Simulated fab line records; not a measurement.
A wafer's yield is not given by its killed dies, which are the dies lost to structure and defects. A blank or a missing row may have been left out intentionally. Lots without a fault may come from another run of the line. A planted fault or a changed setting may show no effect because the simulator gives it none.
Matching of chambers    flow n5_finfet    N5_DUMMY_GATE_ETCH_36 on rie_diel-06: 4 sister chambers
The step etches SiARC in CF4, target depth 13 nm. 20 wafers are shown with their chamber, then 10 later ones without.

WAFERS, EACH WITH ITS CHAMBER
wafer   chamber  drypump_motor_current_A (A)  showerhead_plenum_p_Torr (Torr)  oes_product_au (a.u.)
L074.4  0        5.9                          2.12                             0.72
L074.5  1        5.5                          2.12                             0.70
L074.6  2        5.2                          2.24                             0.76
L075.1  0        5.9                          2.12                             0.71
L075.2  1        5.5                          2.12                             0.70
L075.6  2        5.2                          2.24                             0.75
L077.2  2        5.2                          2.24                             0.74
L077.3  1        5.4                          2.12                             0.69
L077.6  2        5.2                          2.24                             0.74
L085.3  1        5.5                          2.11                             0.69
L085.4  2        5.2                          2.23                             0.73
L085.6  3        5.5                          2.18                             0.94
L088.3  0        5.9                          2.11                             0.70
L088.4  3        5.5                          2.18                             0.93
L088.6  1        5.5                          2.11                             0.69
L089.3  3        5.5                          2.18                             0.94
L089.4  2        5.2                          2.23                             0.73
L089.6  2        5.2                          2.23                             0.73
L090.2  2        5.2                          2.23                             0.73
L090.4  0        5.9                          2.11                             0.69

SIGNATURES (means of the wafers above)
reading                   chamber 0  chamber 1  chamber 2  chamber 3  scatter within a chamber
drypump_motor_current_A   5.900      5.480      5.200      5.500      0.0224
showerhead_plenum_p_Torr  2.1150     2.1160     2.2350     2.1800     0.00512
oes_product_au            0.7050     0.6940     0.7388     0.9367     0.00992
Rule: for a wafer and a chamber, the distance is found by dividing, reading by reading, the gap between the wafer's reading and the chamber's mean by the reading's scatter, squaring, summing and taking the root. The wafer belongs to the nearest chamber; if the next one is less than 2 further off, it can't be placed. The scatter: the root of (the sum of the squares of (reading less its chamber's mean) over the shown wafers, divided by (wafers less chambers)).

WAFERS WITHOUT THEIR CHAMBER
wafer   drypump_motor_current_A (A)  showerhead_plenum_p_Torr (Torr)  oes_product_au (a.u.)
L090.6  5.5                          2.11                             0.67
L091.1  5.5                          2.11                             0.68
L091.3  5.2                          2.23                             0.72
L091.6  5.2                          2.23                             0.72
L092.2  5.5                          2.18                             0.92
L092.4  5.2                          2.23                             0.74
L092.6  5.9                          2.11                             0.69
L093.1  5.5                          2.18                             0.92
L093.2  5.2                          2.23                             0.73
L093.5  5.9                          2.11                             0.69

CHAMBER TAKEN BY EACH
wafer   from the rows above  in truth
L090.6  1                    1
L091.1  1                    1
L091.3  2                    2
L091.6  2                    2
L092.2  3                    3
L092.4  2                    2
L092.6  0                    0
L093.1  3                    3
L093.2  2                    2
L093.5  0                    0
Correctly placed: 10 of 10. Left unplaced by these rows: 0. Placed wrongly: 0.
